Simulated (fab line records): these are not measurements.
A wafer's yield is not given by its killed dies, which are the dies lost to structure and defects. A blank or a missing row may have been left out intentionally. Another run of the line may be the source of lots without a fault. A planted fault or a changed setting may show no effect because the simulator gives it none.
A lot that was struck, set against a sound lot | flow nand harc | 15 out of 1302 route steps
Sound: the wafers L152.3, L152.4, L152.6. The struck wafers were L171.2, L171.5. At the end, the cause is stated.
For every step that has rows: the tool of each side, followed by ch and its chambers, followed by its first start. Under that, the readings that differ: sound wafers | struck wafers | difference of the means | sigmas: that difference in standard deviations of wafers without a fault.
alike: words and numbers the same on both sides, and readings whose means are apart by under 2 such deviations; not compared: readings that were withheld, readings missing a value for some wafer, numbers with overlapping values and no deviation given by the record, and bounds like >300 which may hide the same value.
The two part at a step that has a row with sigmas, a row that says differs or no value, or rows on one side only. When numbers do not overlap yet have no deviation, they are printed without sigmas and do not part them. Lack of a reading on every wafer of one side parts them only where that side has two or more wafers.

first, 1 step without rows for these wafers: NHARC_A_ONON_D1_DEP_12 (target thk 1000 nm).
NHARC_A_ONON_D1_THK_MEAS_14: measures by ellipsometry.
  sound on film metro-01 at day 9 03:37; struck on film metro-01 at day 16 22:23
  alike: thk nm
then, 2 steps without rows for these wafers: NHARC_A_ONON_D1_ANNEAL_15 (time 3600 s); NHARC_A_ONON_D1_DEP_16 (target thk 1000 nm).
NHARC_A_ONON_D1_THK_MEAS_18: measures by ellipsometry.
  sound on film metro-01 at day 9 13:44; struck on film metro-01 at day 17 06:11
  alike: thk nm
then, no rows for these wafers at 1 step: NHARC_A_ONON_D1_DEP_19 (target thk 1000 nm).
NHARC_A_ONON_D1_THK_MEAS_21: measures by ellipsometry.
  sound on film metro-01 at day 9 14:18; struck on film metro-02 at day 17 06:44
  alike: thk nm
then, no rows for these wafers at 1 step: NHARC_A_ONON_D1_DEP_22 (target thk 1000 nm).
NHARC_A_ONON_D1_THK_MEAS_24: measures by ellipsometry.
  sound on film metro-01 at day 9 14:52; struck on film metro-01 at day 17 07:19
  alike: thk nm
then, no rows for these wafers at 1 step: NHARC_A_ONON_D1_DEP_25 (target thk 1000 nm).
NHARC_A_ONON_D1_THK_MEAS_27: measures by ellipsometry.
  sound on film metro-01 at day 9 15:27; struck on film metro-02 at day 17 07:52
  alike: thk nm
NHARC_A_ONON_D1_DEP_28: target thk 1000 nm.
  sound on pecvd onon-02 ch 0, day 9 15:37; struck on pecvd onon-04 ch 0, day 17 08:01
NHARC_A_ONON_D1_THK_MEAS_30: measures by ellipsometry.
  sound on film metro-01 at day 9 16:01; struck on film metro-02 at day 17 08:28
  reading     | sound          | struck    | difference | sigmas
  thk nm (nm) | 1018 1018 1019 | 1935 1934 | +916       | +92
NHARC_A_ONON_D1_DEP_33: deposits SiO2, target thk 200 nm.
  sound on pecvd-02 ch 0,1,2, day 9 16:04; struck on pecvd-01 ch 0,2, day 17 08:37
  alike: heater power w, mfc precursor sccm, throttle valve pct
  not compared: since wet clean h
-- the record jumps here: 16 days lie between the struck wafers' starts before and after (it left off in module A_ONON_D1 and takes up again in module END, whose first step shown is number 1302 of the route) --
NHARC_END_SORT_01:
  only the struck wafers appear in the record here, on prober-02 ch 0 at day 33 05:34; the sound ones have no rows

WHERE THEY PART
Earliest at NHARC_A_ONON_D1_THK_MEAS_30; latest, in this record, at NHARC_END_SORT_01.

WHY: what the simulator had put in
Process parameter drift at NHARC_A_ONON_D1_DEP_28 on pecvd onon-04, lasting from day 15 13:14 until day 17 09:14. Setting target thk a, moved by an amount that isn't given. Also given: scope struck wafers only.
